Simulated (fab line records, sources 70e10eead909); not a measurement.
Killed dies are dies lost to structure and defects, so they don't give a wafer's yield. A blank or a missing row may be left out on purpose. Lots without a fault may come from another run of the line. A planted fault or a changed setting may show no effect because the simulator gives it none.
Which tool did it? | flow nand_harc | 22 lots, 66 wafers sampled, at 6 steps of a route of 1302

WHAT THE GAUGES READ, wafer by wafer
NHARC_A_CHANNEL_HOLE_D2_OVL_MEAS_11.
lot  | measured     | on         | overlay_x_nm (nm) | overlay_y_nm (nm)
L075 | day 13 23:29 | overlay-02 | -1.0 -0.8 -0.3    | 0.7 0.6 0.1
L076 | day 14 12:36 | overlay-02 | 0.4 0.8 0.6       | 0.9 1.1 0.9
L077 | day 14 14:26 | overlay-02 | 0.6 0.6 0.9       | -2.0 -1.5 -1.5
L079 | day 15 01:39 | overlay-02 | 0.1 0.6 0.2       | -0.5 -0.5 -0.4
L078 | day 15 16:54 | overlay-01 | 0.2 0.3 0.4       | -0.2 0.5 -0.7
L080 | day 15 18:49 | overlay-01 | -0.5 0.2 -0.5     | -2.1 -1.4 -1.3
L081 | day 16 09:17 | overlay-01 | 0.3 0.3 0.6       | -0.4 0.3 0.1
L082 | day 16 09:35 | overlay-02 | 1.1 0.9 0.9       | 0.7 0.9 1.0
L084 | day 17 10:43 | overlay-02 | 1.0 0.8 1.4       | 1.7 1.3 1.1
L085 | day 18 00:59 | overlay-01 | -0.3 -0.6 0.3     | 1.0 0.5 0.7
L086 | day 18 17:50 | overlay-01 | -1.1 -1.1 -1.1    | -0.2 0.2 0.1
L087 | day 18 18:03 | overlay-02 | -1.1 -1.0 -0.9    | 1.8 1.2 0.9
L088 | day 19 05:32 | overlay-02 | -0.1 -0.2 0.1     | 0.4 0.6 0.7
L089 | day 19 05:20 | overlay-01 | 0.1 0.9 0.6       | 0.6 0.2 0.4
L090 | day 19 16:58 | overlay-01 | 0.6 0.2 1.0       | 1.1 1.0 1.4
L091 | day 20 06:31 | overlay-02 | -0.4 0.4 -0.3     | -0.7 -1.4 -0.6
L092 | day 20 17:34 | overlay-02 | -0.4 -0.3 -0.2    | -0.4 -0.5 -0.5
L093 | day 20 16:13 | overlay-01 | -0.2 -0.5 0.0     | 1.8 1.8 2.0
L094 | day 21 00:50 | overlay-02 | 0.6 0.7 0.8       | 0.9 1.2 1.1
L095 | day 22 07:12 | overlay-01 | -0.9 -0.7 -1.3    | 0.5 0.8 0.8
L096 | day 23 00:22 | overlay-01 | 0.4 0.2 0.3       | 1.0 0.9 0.6
L097 | day 22 23:58 | overlay-02 | 0.4 0.2 0.7       | -0.2 -0.1 -0.2

WHICH TOOL RAN EACH LOT (tool, then ch and the chambers of the sampled wafers, then the start)
lot  | NHARC_P_BONDPAD_ACTIVATE_29        | NHARC_A_CHANNEL_HOLE_D1_ETCH_38    | NHARC_A_CHANNEL_HOLE_D1_ETCH_39               | NHARC_A_CHANNEL_HOLE_D1_ETCH_44    | NHARC_A_CHANNEL_FILL_D1_CMP_10
L075 | rie_diel-06 ch 0,3, day 7 06:50    | rie_diel-12 ch 0,3, day 9 02:43    | rie_diel-12 ch 1,3, day 9 10:30 or earlier    | rie_diel-12 ch 1,2, day 9 10:30    | cmp-04 ch 1,2,3, day 11 12:52
L076 | rie_diel-06 ch 0,2,3, day 7 21:08  | rie_diel-12 ch 0,1,2, day 9 15:59  | rie_diel-12 ch 2,3, day 9 22:09 or earlier    | rie_diel-12 ch 0,1,2, day 9 22:09  | cmp-02 ch 0,3, day 12 01:13
L077 | rie_diel-02 ch 1,2,3, day 8 01:13  | rie_diel-12 ch 2,3, day 9 21:22    | rie_diel-12 ch 0,1,2, day 10 03:12 or earlier | rie_diel-01 ch 0,2,3, day 10 03:12 | cmp-04 ch 1,2, day 12 05:37
L079 | rie_diel-06 ch 1,2,3, day 8 20:47  | rie_diel-12 ch 0,1, day 10 12:35   | rie_diel-12 ch 0,1,2, day 10 18:26 or earlier | rie_diel-01 ch 0,1,2, day 10 18:26 | cmp-04 ch 0,3, day 13 00:44
L078 | rie_diel-06 ch 0,1,3, day 9 06:22  | rie_diel-12 ch 0,1,2, day 11 00:19 | rie_diel-12 ch 0,2,3, day 11 06:07 or earlier | rie_diel-12 ch 0,2, day 11 06:07   | cmp-03 ch 0,2, day 13 07:52
L080 | rie_diel-06 ch 1,2,3, day 9 14:36  | rie_diel-04 ch 0,1, day 11 05:51   | rie_diel-04 ch 0,1,3, day 11 11:44 or earlier | rie_diel-12 ch 0,1, day 11 11:44   | cmp-03 ch 0,2, day 13 13:44
L081 | rie_diel-06 ch 0,3, day 10 04:26   | rie_diel-04 ch 0,1,3, day 11 19:34 | rie_diel-04 ch 0,2,3, day 12 01:21 or earlier | rie_diel-01 ch 0,2,3, day 12 01:21 | cmp-04 ch 1,2,3, day 14 03:55
L082 | rie_diel-11 ch 1,2, day 10 07:14   | rie_diel-01 ch 2,3, day 11 19:23   | rie_diel-01 ch 1,2,3, day 12 01:12 or earlier | rie_diel-12 ch 0,1, day 12 01:12   | cmp-03 ch 0,1, day 14 03:52
L084 | rie_diel-02 ch 0,2,3, day 11 03:33 | rie_diel-12 ch 0,1,2, day 12 19:43 | rie_diel-12 ch 0,1,2, day 13 01:32 or earlier | rie_diel-12 ch 1,2,3, day 13 01:32 | cmp-03 ch 0,1,3, day 15 01:10
L085 | rie_diel-11 ch 0,3, day 11 11:23   | rie_diel-12 ch 2,3, day 13 02:55   | rie_diel-12 ch 1,2, day 13 08:55 or earlier   | rie_diel-04 ch 0,1,3, day 13 08:55 | cmp-02 ch 1,2,3, day 15 12:50
L086 | rie_diel-06 ch 0,2,3, day 11 21:49 | rie_diel-12 ch 1,3, day 13 19:53   | rie_diel-12 ch 0,1, day 14 07:46 or earlier   | rie_diel-12 ch 1,2, day 14 07:46   | cmp-03 ch 0,2, day 16 08:10
L087 | rie_diel-11 ch 0,2,3, day 12 00:40 | rie_diel-04 ch 0,1,2, day 14 08:22 | rie_diel-04 ch 1,2,3, day 14 16:06 or earlier | rie_diel-04 ch 1,2,3, day 14 16:06 | cmp-03 ch 1,2,3, day 16 16:53
L088 | rie_diel-11 ch 0,2, day 12 15:23   | rie_diel-12 ch 1,2,3, day 14 15:24 | rie_diel-12 ch 1,2, day 15 00:56 or earlier   | rie_diel-12 ch 0,1,2, day 15 00:56 | cmp-03 ch 0,2,3, day 17 04:20
L089 | rie_diel-06 ch 0,1,2, day 12 21:22 | rie_diel-12 ch 1,2,3, day 14 17:17 | rie_diel-12 ch 0,1,3, day 15 04:34 or earlier | rie_diel-12 ch 0,2,3, day 15 04:34 | cmp-02 ch 0,1,3, day 17 04:16
L090 | rie_diel-11 ch 2,3, day 13 02:57   | rie_diel-12 ch 0,1,3, day 14 20:15 | rie_diel-12 ch 2,3, day 15 05:03 or earlier   | rie_diel-01 ch 0,2,3, day 15 05:03 | cmp-03 ch 0,1, day 17 09:52
L091 | rie_diel-06 ch 0,1, day 13 15:29   | rie_diel-01 ch 2,3, day 15 15:11   | rie_diel-01 ch 0,1,3, day 15 22:13 or earlier | rie_diel-12 ch 0,1,2, day 15 22:13 | cmp-03 ch 0,1,3, day 18 01:19
L092 | rie_diel-06 ch 0,1,2, day 14 07:49 | rie_diel-12 ch 1,2,3, day 16 04:26 | rie_diel-12 ch 0,1,3, day 16 10:17 or earlier | rie_diel-12 ch 1,2,3, day 16 10:17 | cmp-04 ch 1,2,3, day 18 12:41
L093 | rie_diel-06 ch 1,3, day 14 11:53   | rie_diel-12 ch 0,1, day 16 03:20   | rie_diel-12 ch 0,1,2, day 16 09:13 or earlier | rie_diel-12 ch 1,2,3, day 16 09:13 | cmp-02 ch 0,3, day 18 12:40
L094 | rie_diel-06 ch 0,1, day 14 21:45   | rie_diel-12 ch 1,2, day 16 14:04   | rie_diel-12 ch 0,1, day 16 20:05 or earlier   | rie_diel-12 ch 0,2, day 16 20:05   | cmp-04 ch 0,1,3, day 18 22:10
L095 | rie_diel-11 ch 0,1,2, day 15 22:17 | rie_diel-12 ch 0,2,3, day 17 19:40 | rie_diel-12 ch 1,2,3, day 18 01:29 or earlier | rie_diel-12 ch 0,1,2, day 18 01:29 | cmp-02 ch 1,2,3, day 20 02:30
L096 | rie_diel-06 ch 0,1,3, day 16 02:41 | rie_diel-12 ch 1,2,3, day 17 23:25 | rie_diel-12 ch 1,2,3, day 18 05:12 or earlier | rie_diel-12 ch 0,2,3, day 18 05:12 | cmp-02 ch 0,2,3, day 20 08:24
L097 | rie_diel-02 ch 0,1,2, day 16 09:13 | rie_diel-12 ch 1,2, day 18 03:02   | rie_diel-12 ch 2,3, day 18 09:24 or earlier   | rie_diel-12 ch 0,2, day 18 09:24   | cmp-04 ch 0,1,2, day 20 08:27
- NHARC_P_BONDPAD_ACTIVATE_29: chemistry N2, time 60 s.
- NHARC_A_CHANNEL_HOLE_D1_ETCH_38: etches the open film in CF4, target depth 39 nm, time 65 s.
- NHARC_A_CHANNEL_HOLE_D1_ETCH_39: etches the open film in N2/H2, target depth 260 nm, time 325 s.
- NHARC_A_CHANNEL_HOLE_D1_ETCH_44: etches the open film in CF4/O2, target depth 140 nm, overetch 14 nm, time 77 s.
- NHARC_A_CHANNEL_FILL_D1_CMP_10: polishes, target thk 150 nm.

WHAT THE TOOLS THEMSELVES READ (means of the sampled wafers that have a number; where no wafer has one, the mark that the record gives instead)
NHARC_P_BONDPAD_ACTIVATE_29.
lot  | tool        | drypump_motor_current_A (A) | oes_product_au (a.u.) | rf_vpp_V (V) | showerhead_plenum_p_Torr (Torr)
L075 | rie_diel-06 | 5.5                         | 1.010                 | 64.0         | 1.71
L076 | rie_diel-06 | 5.5                         | 1.001                 | 64.3         | 1.78
L077 | rie_diel-02 | 6.1                         | 0.999                 | 63.8         | 1.79
L079 | rie_diel-06 | 5.3                         | 1.001                 | 64.9         | 1.82
L078 | rie_diel-06 | 5.3                         | 0.999                 | 63.9         | 1.75
L080 | rie_diel-06 | 5.3                         | 0.987                 | 64.7         | 1.82
L081 | rie_diel-06 | 5.1                         | 0.994                 | 62.9         | 1.71
L082 | rie_diel-11 | 5.1                         | 1.012                 | 63.2         | 1.72
L084 | rie_diel-02 | 5.9                         | 0.989                 | 63.9         | 1.79
L085 | rie_diel-11 | 5.4                         | 1.007                 | 63.1         | 1.70
L086 | rie_diel-06 | 5.5                         | 0.991                 | 64.0         | 1.77
L087 | rie_diel-11 | 5.4                         | 1.001                 | 63.9         | 1.71
L088 | rie_diel-11 | 5.1                         | 1.006                 | 63.7         | 1.66
L089 | rie_diel-06 | 5.6                         | 0.997                 | 63.9         | 1.82
L090 | rie_diel-11 | 5.6                         | 1.004                 | 63.7         | 1.77
L091 | rie_diel-06 | 5.5                         | 0.988                 | 64.3         | 1.80
L092 | rie_diel-06 | 5.6                         | 0.996                 | 64.3         | 1.82
L093 | rie_diel-06 | 5.1                         | 0.995                 | 64.0         | 1.80
L094 | rie_diel-06 | 5.6                         | 1.002                 | 64.4         | 1.76
L095 | rie_diel-11 | 5.1                         | 1.002                 | 64.1         | 1.69
L096 | rie_diel-06 | 5.3                         | 1.003                 | 64.4         | 1.75
L097 | rie_diel-02 | 5.8                         | 0.996                 | 64.7         | 1.79

NHARC_A_CHANNEL_HOLE_D1_ETCH_38.
lot  | tool        | drypump_motor_current_A (A) | oes_product_au (a.u.) | rf_vpp_V (V) | showerhead_plenum_p_Torr (Torr) | throttle_valve_pct (%)
L075 | rie_diel-12 | 5.58                        | 0.999                 | 152.2        | 1.84                            | 13.282
L076 | rie_diel-12 | 5.58                        | 1.001                 | 151.6        | 1.74                            | 13.291
L077 | rie_diel-12 | 5.76                        | 0.991                 | 151.2        | 1.81                            | 13.284
L079 | rie_diel-12 | 5.61                        | 0.998                 | 149.9        | 1.71                            | 13.295
L078 | rie_diel-12 | 5.60                        | 1.000                 | 151.2        | 1.74                            | 13.289
L080 | rie_diel-04 | 5.37                        | 0.998                 | 151.5        | 1.80                            | 13.282
L081 | rie_diel-04 | 5.34                        | 1.010                 | 150.8        | 1.82                            | 13.275
L082 | rie_diel-01 | 5.46                        | 0.991                 | 150.5        | 1.69                            | 13.291
L084 | rie_diel-12 | 5.57                        | 1.011                 | 151.4        | 1.74                            | 13.283
L085 | rie_diel-12 | 5.72                        | 1.010                 | 151.1        | 1.76                            | 13.283
L086 | rie_diel-12 | 5.80                        | 1.001                 | 151.2        | 1.78                            | 13.276
L087 | rie_diel-04 | 5.57                        | 1.000                 | 151.0        | 1.78                            | 13.286
L088 | rie_diel-12 | 5.72                        | 1.010                 | 149.9        | 1.74                            | 13.293
L089 | rie_diel-12 | 5.74                        | 1.008                 | 151.4        | 1.74                            | 13.277
L090 | rie_diel-12 | 5.65                        | 1.014                 | 150.9        | 1.78                            | 13.286
L091 | rie_diel-01 | 5.69                        | 1.007                 | 150.3        | 1.70                            | 13.275
L092 | rie_diel-12 | 5.73                        | 1.010                 | 151.1        | 1.74                            | 13.287
L093 | rie_diel-12 | 5.60                        | 1.006                 | 150.9        | 1.71                            | 13.283
L094 | rie_diel-12 | 5.66                        | 1.012                 | 150.5        | 1.69                            | 13.290
L095 | rie_diel-12 | 5.65                        | 1.006                 | 151.1        | 1.80                            | 13.284
L096 | rie_diel-12 | 5.74                        | 1.010                 | 151.4        | 1.74                            | 13.284
L097 | rie_diel-12 | 5.69                        | 1.008                 | 149.6        | 1.67                            | 13.280

NHARC_A_CHANNEL_HOLE_D1_ETCH_39.
lot  | tool        | drypump_motor_current_A (A) | oes_product_au (a.u.) | rf_vpp_V (V) | showerhead_plenum_p_Torr (Torr) | throttle_valve_pct (%)
L075 | rie_diel-12 | 5.81                        | 0.994                 | 430.5        | 2.06                            | 14.176
L076 | rie_diel-12 | 5.73                        | 0.998                 | 430.5        | 2.04                            | 14.176
L077 | rie_diel-12 | 5.59                        | 0.999                 | 429.6        | 2.00                            | 14.164
L079 | rie_diel-12 | 5.58                        | 1.001                 | 429.9        | 2.00                            | 14.170
L078 | rie_diel-12 | 5.65                        | 1.005                 | 432.6        | 2.09                            | 14.170
L080 | rie_diel-04 | 5.37                        | 1.004                 | 432.1        | 2.10                            | 14.174
L081 | rie_diel-04 | 5.57                        | 1.002                 | 432.5        | 2.09                            | 14.175
L082 | rie_diel-01 | 5.83                        | 1.006                 | 428.6        | 1.95                            | 14.173
L084 | rie_diel-12 | 5.59                        | 1.003                 | 429.6        | 2.00                            | 14.172
L085 | rie_diel-12 | 5.68                        | 1.016                 | 427.5        | 1.95                            | 14.167
L086 | rie_diel-12 | 5.59                        | 1.017                 | 428.2        | 1.96                            | 14.165
L087 | rie_diel-04 | 5.69                        | 1.005                 | 429.0        | 2.02                            | 14.167
L088 | rie_diel-12 | 5.68                        | 1.015                 | 426.9        | 1.91                            | 14.159
L089 | rie_diel-12 | 5.67                        | 1.004                 | 430.7        | 2.05                            | 14.163
L090 | rie_diel-12 | 5.72                        | 0.997                 | 430.5        | 2.03                            | 14.163
L091 | rie_diel-01 | 5.75                        | 1.011                 | 428.8        | 1.96                            | 14.169
L092 | rie_diel-12 | 5.66                        | 1.000                 | 430.8        | 2.05                            | 14.170
L093 | rie_diel-12 | 5.60                        | 1.004                 | 429.9        | 2.00                            | 14.169
L094 | rie_diel-12 | 5.51                        | 1.003                 | 430.7        | 2.05                            | 14.176
L095 | rie_diel-12 | 5.75                        | 1.006                 | 428.6        | 2.00                            | 14.168
L096 | rie_diel-12 | 5.73                        | 1.004                 | 428.9        | 2.00                            | 14.174
L097 | rie_diel-12 | 5.76                        | 1.005                 | 431.6        | 2.09                            | 14.162

NHARC_A_CHANNEL_HOLE_D1_ETCH_44.
lot  | tool        | drypump_motor_current_A (A) | oes_product_au (a.u.) | rf_vpp_V (V) | showerhead_plenum_p_Torr (Torr) | throttle_valve_pct (%)
L075 | rie_diel-12 | 5.66                        | 0.993                 | 196.5        | 1.28                            | 13.403
L076 | rie_diel-12 | 5.60                        | 1.000                 | 197.7        | 1.31                            | 13.390
L077 | rie_diel-01 | 5.35                        | 1.006                 | 196.4        | 1.28                            | 13.402
L079 | rie_diel-01 | 5.52                        | 1.003                 | 195.9        | 1.28                            | 13.401
L078 | rie_diel-12 | 5.50                        | 0.997                 | 199.2        | 1.36                            | 13.395
L080 | rie_diel-12 | 5.50                        | 0.990                 | 197.7        | 1.34                            | 13.396
L081 | rie_diel-01 | 5.34                        | 1.007                 | 195.7        | 1.28                            | 13.388
L082 | rie_diel-12 | 5.51                        | 1.002                 | 197.5        | 1.34                            | 13.403
L084 | rie_diel-12 | 5.73                        | 1.006                 | 198.1        | 1.31                            | 13.393
L085 | rie_diel-04 | 5.34                        | 1.001                 | 197.6        | 1.37                            | 13.399
L086 | rie_diel-12 | 5.66                        | 1.005                 | 196.1        | 1.28                            | 13.395
L087 | rie_diel-04 | 5.68                        | 1.006                 | 196.5        | 1.33                            | 13.398
L088 | rie_diel-12 | 5.59                        | 1.006                 | 197.8        | 1.31                            | 13.400
L089 | rie_diel-12 | 5.65                        | 1.006                 | 198.6        | 1.36                            | 13.393
L090 | rie_diel-01 | 5.37                        | 1.000                 | 196.5        | 1.27                            | 13.390
L091 | rie_diel-12 | 5.60                        | 1.006                 | 197.2        | 1.31                            | 13.408
L092 | rie_diel-12 | 5.72                        | 1.008                 | 197.2        | 1.31                            | 13.395
L093 | rie_diel-12 | 5.73                        | 0.998                 | 197.8        | 1.31                            | 13.394
L094 | rie_diel-12 | 5.50                        | 1.005                 | 198.7        | 1.36                            | 13.396
L095 | rie_diel-12 | 5.59                        | 1.003                 | 197.5        | 1.31                            | 13.402
L096 | rie_diel-12 | 5.64                        | 0.999                 | 198.5        | 1.36                            | 13.400
L097 | rie_diel-12 | 5.48                        | 1.000                 | 198.4        | 1.36                            | 13.392

NHARC_A_CHANNEL_FILL_D1_CMP_10.
lot  | tool   | motor_current_A (A) | slurry_filter_dp_kPa (kPa) | time_to_endpoint_s (s)
L075 | cmp-04 | 12.0                | 13.54                      | 11.8
L076 | cmp-02 | 12.1                | 13.51                      | 15.0
L077 | cmp-04 | 11.9                | 13.50                      | 14.4
L079 | cmp-04 | 11.1                | 13.49                      | 12.0
L078 | cmp-03 | 13.3                | 13.49                      | 13.6
L080 | cmp-03 | 13.3                | 13.50                      | 11.6
L081 | cmp-04 | 12.1                | 13.45                      | 18.3
L082 | cmp-03 | 13.6                | 13.60                      | 12.3
L084 | cmp-03 | 12.8                | 13.42                      | 10.5
L085 | cmp-02 | 12.3                | 13.59                      | 14.1
L086 | cmp-03 | 13.6                | 13.41                      | 13.3
L087 | cmp-03 | 11.8                | 13.31                      | 11.1
L088 | cmp-03 | 13.5                | 13.48                      | 12.9
L089 | cmp-02 | 12.6                | 13.48                      | 15.1
L090 | cmp-03 | 13.8                | 13.56                      | 9.2
L091 | cmp-03 | 12.7                | 13.58                      | 12.5
L092 | cmp-04 | 11.9                | 13.37                      | 16.1
L093 | cmp-02 | 11.7                | 13.52                      | 14.6
L094 | cmp-04 | 11.8                | 13.50                      | 17.6
L095 | cmp-02 | 12.0                | 13.56                      | 14.8
L096 | cmp-02 | 11.7                | 13.58                      | 12.7
L097 | cmp-04 | 11.6                | 13.46                      | 15.8

THE ANSWER, worked out from the rows above alone
Rule: what is usual is taken from the lots themselves. Put in order of their means at a reading, lots are off if they are a third of the lots or fewer, leave a main group of 4 or more, and stand apart from it by a gap of 3 or more times the standard deviation of the main group's means; of several such gaps the widest counts. A main group whose means are all the same, to the digits that the tables above print for the reading, isn't used. A lot without any number at a reading at which 4 lots or more have one is off too. The other lots that the step has rows for count as sound. The gauges are gone through in route order, then the tools' own readings, and for those a lot's mean is taken as printed above. The first step at which some lot is off is used, and at that step the reading that is off furthest; a lot without a number counts as furthest.
No lot is off at any reading shown: from this, nothing can be told.

WHAT THE SIMULATOR HAD PUT IN
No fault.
